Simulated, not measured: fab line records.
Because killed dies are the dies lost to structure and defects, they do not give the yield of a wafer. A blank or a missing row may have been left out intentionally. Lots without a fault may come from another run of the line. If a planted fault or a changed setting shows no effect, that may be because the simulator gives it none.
Which of the tools did it? || flow n5-finfet || Sampling: 10 lots, 29 wafers, 5 of 1938 route steps

== WHAT EACH GAUGE READ, for each wafer ==
N5_BEOL_M4_RC_MEAS_101.
{"lot": "L444", "measured": "day 8 04:26", "on": "prober-02", "DIBL_N (mV/V)": "37.2 34.8 37.4", "DIBL_P (mV/V)": "35.9 33.7 36.4", "IOFF_N (nA/um)": "0.159 0.124 0.168", "IOFF_P (nA/um)": "0.181 0.161 0.194", "ION_N (uA/um)": "682 668 674", "ION_P (uA/um)": "449 458 452", "SS_N (mV/dec)": "73.0 71.3 72.1", "SS_P (mV/dec)": "73.1 73.1 72.9", "VT_N (mV)": "252.0 255.4 250.2", "VT_P (mV)": "-252.2 -252.7 -252.2"}
{"lot": "L445", "measured": "day 8 07:36", "on": "prober-02", "DIBL_N (mV/V)": "37.7 34.9 37.6", "DIBL_P (mV/V)": "38.0 34.4 37.3", "IOFF_N (nA/um)": "0.170 0.125 0.170", "IOFF_P (nA/um)": "0.216 0.167 0.201", "ION_N (uA/um)": "667 657 672", "ION_P (uA/um)": "457 453 456", "SS_N (mV/dec)": "71.6 70.8 71.3", "SS_P (mV/dec)": "74.3 73.3 74.2", "VT_N (mV)": "249.1 255.3 251.2", "VT_P (mV)": "-252.6 -256.2 -253.2"}
{"lot": "L446", "measured": "day 8 14:12", "on": "prober-02", "DIBL_N (mV/V)": "39.3 36.8 35.7", "DIBL_P (mV/V)": "38.5 36.2 34.4", "IOFF_N (nA/um)": "0.174 0.132 0.116", "IOFF_P (nA/um)": "0.185 0.155 0.142", "ION_N (uA/um)": "669 662 657", "ION_P (uA/um)": "447 446 444", "SS_N (mV/dec)": "72.4 71.7 71.4", "SS_P (mV/dec)": "74.5 72.9 73.5", "VT_N (mV)": "252.2 253.1 258.6", "VT_P (mV)": "-256.8 -256.9 -256.9"}
{"lot": "L448", "measured": "day 9 02:28", "on": "prober-02", "DIBL_N (mV/V)": "36.6 36.0 35.3", "DIBL_P (mV/V)": "37.2 36.3 35.5", "IOFF_N (nA/um)": "0.147 0.145 0.134", "IOFF_P (nA/um)": "0.204 0.201 0.183", "ION_N (uA/um)": "679 694 665", "ION_P (uA/um)": "463 469 460", "SS_N (mV/dec)": "72.0 71.6 71.7", "SS_P (mV/dec)": "73.4 72.9 73.3", "VT_N (mV)": "249.0 250.9 251.9", "VT_P (mV)": "-249.7 -250.8 -252.3"}
{"lot": "L451", "measured": "day 10 06:58", "on": "prober-02", "DIBL_N (mV/V)": "38.1 35.6", "DIBL_P (mV/V)": "39.3 35.2", "IOFF_N (nA/um)": "0.194 0.135", "IOFF_P (nA/um)": "0.264 0.194", "ION_N (uA/um)": "684 664", "ION_P (uA/um)": "474 461", "SS_N (mV/dec)": "72.1 71.9", "SS_P (mV/dec)": "73.9 73.4", "VT_N (mV)": "247.2 253.0", "VT_P (mV)": "-247.0 -250.1"}
{"lot": "L458", "measured": "day 11 21:14", "on": "prober-01", "DIBL_N (mV/V)": "37.2 35.0 36.2", "DIBL_P (mV/V)": "35.4 34.6 35.3", "IOFF_N (nA/um)": "0.176 0.140 0.156", "IOFF_P (nA/um)": "0.210 0.197 0.205", "ION_N (uA/um)": "665 667 663", "ION_P (uA/um)": "452 457 456", "SS_N (mV/dec)": "72.6 72.0 71.8", "SS_P (mV/dec)": "73.9 73.3 73.6", "VT_N (mV)": "250.9 252.5 250.5", "VT_P (mV)": "-251.1 -249.8 -248.8"}
{"lot": "L463", "measured": "day 13 07:52", "on": "prober-01", "DIBL_N (mV/V)": "37.1 37.6 37.2", "DIBL_P (mV/V)": "35.6 37.3 37.7", "IOFF_N (nA/um)": "0.163 0.188 0.193", "IOFF_P (nA/um)": "0.198 0.241 0.248", "ION_N (uA/um)": "661 676 687", "ION_P (uA/um)": "449 463 469", "SS_N (mV/dec)": "71.9 71.9 71.4", "SS_P (mV/dec)": "73.7 74.4 73.6", "VT_N (mV)": "250.8 244.2 246.1", "VT_P (mV)": "-252.9 -245.9 -245.7"}
{"lot": "L464", "measured": "day 12 23:37", "on": "prober-02", "DIBL_N (mV/V)": "38.7 37.7 38.3", "DIBL_P (mV/V)": "40.7 40.3 41.4", "IOFF_N (nA/um)": "0.203 0.184 0.213", "IOFF_P (nA/um)": "0.250 0.238 0.267", "ION_N (uA/um)": "671 675 679", "ION_P (uA/um)": "462 457 461", "SS_N (mV/dec)": "73.0 72.1 72.4", "SS_P (mV/dec)": "74.1 74.4 73.9", "VT_N (mV)": "248.8 249.9 248.1", "VT_P (mV)": "-248.9 -249.7 -247.8"}
{"lot": "L465", "measured": "day 13 22:59", "on": "prober-01", "DIBL_N (mV/V)": "34.7 35.0 35.2", "DIBL_P (mV/V)": "34.7 35.3 36.0", "IOFF_N (nA/um)": "0.130 0.134 0.145", "IOFF_P (nA/um)": "0.191 0.199 0.215", "ION_N (uA/um)": "662 679 672", "ION_P (uA/um)": "459 466 464", "SS_N (mV/dec)": "71.6 70.6 71.2", "SS_P (mV/dec)": "72.5 72.7 72.4", "VT_N (mV)": "253.3 251.0 250.8", "VT_P (mV)": "-251.2 -248.1 -249.1"}
{"lot": "L466", "measured": "day 13 17:35", "on": "prober-01", "DIBL_N (mV/V)": "36.1 37.4 37.3", "DIBL_P (mV/V)": "37.4 38.9 38.9", "IOFF_N (nA/um)": "0.157 0.189 0.187", "IOFF_P (nA/um)": "0.192 0.220 0.211", "ION_N (uA/um)": "677 685 669", "ION_P (uA/um)": "453 465 455", "SS_N (mV/dec)": "71.5 71.6 71.8", "SS_P (mV/dec)": "73.3 74.2 73.7", "VT_N (mV)": "247.4 245.6 248.7", "VT_P (mV)": "-252.0 -250.3 -251.6"}

== WHICH TOOL RAN EACH LOT (tool, then ch and the chambers of the sampled wafers, then the start) ==
{"lot": "L444", "N5_MOL_CONTACT_COAG_TI_SIL_19": "pvd-sputter-02, day 5 01:40", "N5_MOL_CONTACT_COAG_SIL_ANNEAL_21": "rtp-anneal-02 ch 0, day 5 02:10", "N5_MOL_CONTACT_COAG_CMP_28": "cmp-02 ch 0,1, day 5 08:01", "N5_MOL_CONTACT_COAG_ALD_123": "ald-sin-01 ch 1,2,3, day 5 08:22"}
{"lot": "L445", "N5_MOL_CONTACT_COAG_TI_SIL_19": "pvd-sputter-02, day 5 04:50", "N5_MOL_CONTACT_COAG_SIL_ANNEAL_21": "rtp-anneal-02 ch 0, day 5 05:20", "N5_MOL_CONTACT_COAG_CMP_28": "cmp-03 ch 0,1,2, day 5 11:42", "N5_MOL_CONTACT_COAG_ALD_123": "ald-sin-02 ch 0,1,3, day 5 12:02"}
{"lot": "L446", "N5_MOL_CONTACT_COAG_TI_SIL_19": "pvd-sputter-03, day 5 11:56", "N5_MOL_CONTACT_COAG_SIL_ANNEAL_21": "rtp-anneal-02 ch 0, day 5 12:27", "N5_MOL_CONTACT_COAG_CMP_28": "cmp-01 ch 0,3, day 5 21:39", "N5_MOL_CONTACT_COAG_ALD_123": "ald-sin-02 ch 1,2, day 5 21:57"}
{"lot": "L448", "N5_MOL_CONTACT_COAG_TI_SIL_19": "pvd-sputter-03, day 5 20:58", "N5_MOL_CONTACT_COAG_SIL_ANNEAL_21": "rtp-anneal-01 ch 0, day 5 21:30", "N5_MOL_CONTACT_COAG_CMP_28": "cmp-03 ch 0,1, day 6 04:05", "N5_MOL_CONTACT_COAG_ALD_123": "ald-sin-02 ch 1,2,3, day 6 04:25"}
{"lot": "L451", "N5_MOL_CONTACT_COAG_TI_SIL_19": "pvd-sputter-03, day 6 18:49", "N5_MOL_CONTACT_COAG_SIL_ANNEAL_21": "rtp-anneal-01 ch 0, day 6 19:23", "N5_MOL_CONTACT_COAG_CMP_28": "cmp-03 ch 1,2, day 7 01:47", "N5_MOL_CONTACT_COAG_ALD_123": "ald-sin-04 ch 0,1, day 7 02:07"}
{"lot": "L458", "N5_MOL_CONTACT_COAG_TI_SIL_19": "pvd-sputter-01, day 8 10:40", "N5_MOL_CONTACT_COAG_SIL_ANNEAL_21": "rtp-anneal-01 ch 0, day 8 11:09", "N5_MOL_CONTACT_COAG_CMP_28": "cmp-01 ch 1,2,3, day 8 20:14", "N5_MOL_CONTACT_COAG_ALD_123": "ald-sin-02 ch 0,1,2, day 8 20:53"}
{"lot": "L463", "N5_MOL_CONTACT_COAG_TI_SIL_19": "pvd-sputter-03, day 9 22:24", "N5_MOL_CONTACT_COAG_SIL_ANNEAL_21": "rtp-anneal-02 ch 0, day 9 22:55", "N5_MOL_CONTACT_COAG_CMP_28": "cmp-02 ch 0,1,3, day 10 05:02", "N5_MOL_CONTACT_COAG_ALD_123": "ald-sin-04 ch 1,3, day 10 05:20"}
{"lot": "L464", "N5_MOL_CONTACT_COAG_TI_SIL_19": "pvd-sputter-02, day 10 01:32", "N5_MOL_CONTACT_COAG_SIL_ANNEAL_21": "rtp-anneal-01 ch 0, day 10 02:06", "N5_MOL_CONTACT_COAG_CMP_28": "cmp-01 ch 0,1,2, day 10 10:04", "N5_MOL_CONTACT_COAG_ALD_123": "ald-sin-02 ch 0,1,3, day 10 10:20"}
{"lot": "L465", "N5_MOL_CONTACT_COAG_TI_SIL_19": "pvd-sputter-01, day 10 19:02", "N5_MOL_CONTACT_COAG_SIL_ANNEAL_21": "rtp-anneal-01 ch 0, day 10 19:35", "N5_MOL_CONTACT_COAG_CMP_28": "cmp-01 ch 1,2,3, day 11 04:53", "N5_MOL_CONTACT_COAG_ALD_123": "ald-sin-04 ch 0,1,3, day 11 05:13"}
{"lot": "L466", "N5_MOL_CONTACT_COAG_TI_SIL_19": "pvd-sputter-01, day 10 19:08", "N5_MOL_CONTACT_COAG_SIL_ANNEAL_21": "rtp-anneal-02 ch 0, day 10 19:38", "N5_MOL_CONTACT_COAG_CMP_28": "cmp-02 ch 0,1,3, day 11 05:01", "N5_MOL_CONTACT_COAG_ALD_123": "ald-sin-02 ch 0,1,3, day 11 05:23"}
- N5_MOL_CONTACT_COAG_TI_SIL_19: material Ti, target thk 4.2 nm, time 15 s.
- N5_MOL_CONTACT_COAG_SIL_ANNEAL_21: time 60 s.
- N5_MOL_CONTACT_COAG_CMP_28: polishes, stops on SiNx, t overpolish 0.85 s, target thk 14.522 nm.
- N5_MOL_CONTACT_COAG_ALD_123: deposits SiNx, target thk 5 nm, pulse time 1 s, purge time 2 s.

== WHAT THE TOOLS THEMSELVES READ (means of the sampled wafers that have a number; where no wafer has one, the mark that the record gives instead) ==
N5_MOL_CONTACT_COAG_TI_SIL_19.
{"lot": "L444", "tool": "pvd-sputter-02", "throttle-valve-pct (%)": 29.6}
{"lot": "L445", "tool": "pvd-sputter-02", "throttle-valve-pct (%)": 29.2}
{"lot": "L446", "tool": "pvd-sputter-03", "throttle-valve-pct (%)": 29.7}
{"lot": "L448", "tool": "pvd-sputter-03", "throttle-valve-pct (%)": 30.2}
{"lot": "L451", "tool": "pvd-sputter-03", "throttle-valve-pct (%)": 30.2}
{"lot": "L458", "tool": "pvd-sputter-01", "throttle-valve-pct (%)": 29.6}
{"lot": "L463", "tool": "pvd-sputter-03", "throttle-valve-pct (%)": 29.8}
{"lot": "L464", "tool": "pvd-sputter-02", "throttle-valve-pct (%)": 30.1}
{"lot": "L465", "tool": "pvd-sputter-01", "throttle-valve-pct (%)": 29.3}
{"lot": "L466", "tool": "pvd-sputter-01", "throttle-valve-pct (%)": 29.7}

N5_MOL_CONTACT_COAG_SIL_ANNEAL_21.
{"lot": "L444", "tool": "rtp-anneal-02", "lamp-power-pct (%)": 6.7, "lamp_zone_3_pct (%)": 6.7, "wafer_temp_C_max": 551.8}
{"lot": "L445", "tool": "rtp-anneal-02", "lamp-power-pct (%)": 6.7, "lamp_zone_3_pct (%)": 6.7, "wafer_temp_C_max": 552.2}
{"lot": "L446", "tool": "rtp-anneal-02", "lamp-power-pct (%)": 6.7, "lamp_zone_3_pct (%)": 6.7, "wafer_temp_C_max": 551.5}
{"lot": "L448", "tool": "rtp-anneal-01", "lamp-power-pct (%)": 5.8, "lamp_zone_3_pct (%)": 5.8, "wafer_temp_C_max": 553.0}
{"lot": "L451", "tool": "rtp-anneal-01", "lamp-power-pct (%)": 5.8, "lamp_zone_3_pct (%)": 5.8, "wafer_temp_C_max": 553.2}
{"lot": "L458", "tool": "rtp-anneal-01", "lamp-power-pct (%)": 5.8, "lamp_zone_3_pct (%)": 5.8, "wafer_temp_C_max": 553.2}
{"lot": "L463", "tool": "rtp-anneal-02", "lamp-power-pct (%)": 6.7, "lamp_zone_3_pct (%)": 6.7, "wafer_temp_C_max": 551.4}
{"lot": "L464", "tool": "rtp-anneal-01", "lamp-power-pct (%)": 5.8, "lamp_zone_3_pct (%)": 5.8, "wafer_temp_C_max": 553.3}
{"lot": "L465", "tool": "rtp-anneal-01", "lamp-power-pct (%)": 5.8, "lamp_zone_3_pct (%)": 5.8, "wafer_temp_C_max": 552.8}
{"lot": "L466", "tool": "rtp-anneal-02", "lamp-power-pct (%)": 6.7, "lamp_zone_3_pct (%)": 6.7, "wafer_temp_C_max": 551.7}

N5_MOL_CONTACT_COAG_CMP_28.
{"lot": "L444", "tool": "cmp-02", "motor-current-A (A)": 13.2, "time-to-endpoint-s (s)": 5.9}
{"lot": "L445", "tool": "cmp-03", "motor-current-A (A)": 12.2, "time-to-endpoint-s (s)": 4.8}
{"lot": "L446", "tool": "cmp-01", "motor-current-A (A)": 12.5, "time-to-endpoint-s (s)": 3.2}
{"lot": "L448", "tool": "cmp-03", "motor-current-A (A)": 11.4, "time-to-endpoint-s (s)": 3.4}
{"lot": "L451", "tool": "cmp-03", "motor-current-A (A)": 12.0, "time-to-endpoint-s (s)": 8.2}
{"lot": "L458", "tool": "cmp-01", "motor-current-A (A)": 13.8, "time-to-endpoint-s (s)": 5.9}
{"lot": "L463", "tool": "cmp-02", "motor-current-A (A)": 12.6, "time-to-endpoint-s (s)": 4.1}
{"lot": "L464", "tool": "cmp-01", "motor-current-A (A)": 13.9, "time-to-endpoint-s (s)": 4.8}
{"lot": "L465", "tool": "cmp-01", "motor-current-A (A)": 13.9, "time-to-endpoint-s (s)": 2.7}
{"lot": "L466", "tool": "cmp-02", "motor-current-A (A)": 12.5, "time-to-endpoint-s (s)": 2.4}

N5_MOL_CONTACT_COAG_ALD_123.
{"lot": "L444", "tool": "ald-sin-01", "heater-power-w (W)": 793, "precursor-pulse-height-rel": 0.994}
{"lot": "L445", "tool": "ald-sin-02", "heater-power-w (W)": 925, "precursor-pulse-height-rel": 1.017}
{"lot": "L446", "tool": "ald-sin-02", "heater-power-w (W)": 961, "precursor-pulse-height-rel": 1.002}
{"lot": "L448", "tool": "ald-sin-02", "heater-power-w (W)": 937, "precursor-pulse-height-rel": 1.001}
{"lot": "L451", "tool": "ald-sin-04", "heater-power-w (W)": 936, "precursor-pulse-height-rel": 1.013}
{"lot": "L458", "tool": "ald-sin-02", "heater-power-w (W)": 957, "precursor-pulse-height-rel": 0.992}
{"lot": "L463", "tool": "ald-sin-04", "heater-power-w (W)": 846, "precursor-pulse-height-rel": 1.008}
{"lot": "L464", "tool": "ald-sin-02", "heater-power-w (W)": 949, "precursor-pulse-height-rel": 1.021}
{"lot": "L465", "tool": "ald-sin-04", "heater-power-w (W)": 894, "precursor-pulse-height-rel": 0.989}
{"lot": "L466", "tool": "ald-sin-02", "heater-power-w (W)": 943, "precursor-pulse-height-rel": 0.997}

== THE ANSWER, worked out from the rows above alone ==
Rule: the lots themselves supply what counts as usual. The widest of any qualifying gaps counts: lots, ordered by their means at a reading, are off when they make up no more than a third of the lots, leave a main group of 4 or more, and stand apart from it by 3 or more times the standard deviation of that group's means. If all means in a main group match to the digits the tables above print for the reading, that group is not used. A lot without any number at a reading at which 4 lots or more have one is off too. All remaining lots with rows at the step are treated as sound. Order of review: gauges by route order, followed by the tools' own readings, for which a lot's mean as printed above is used. The first step at which some lot is off is used, and at that step the reading that is off furthest; a lot without a number counts as furthest.
No lot is off on any of the readings shown, so nothing can be concluded from this.

== WHAT THE SIMULATOR HAD PUT IN ==
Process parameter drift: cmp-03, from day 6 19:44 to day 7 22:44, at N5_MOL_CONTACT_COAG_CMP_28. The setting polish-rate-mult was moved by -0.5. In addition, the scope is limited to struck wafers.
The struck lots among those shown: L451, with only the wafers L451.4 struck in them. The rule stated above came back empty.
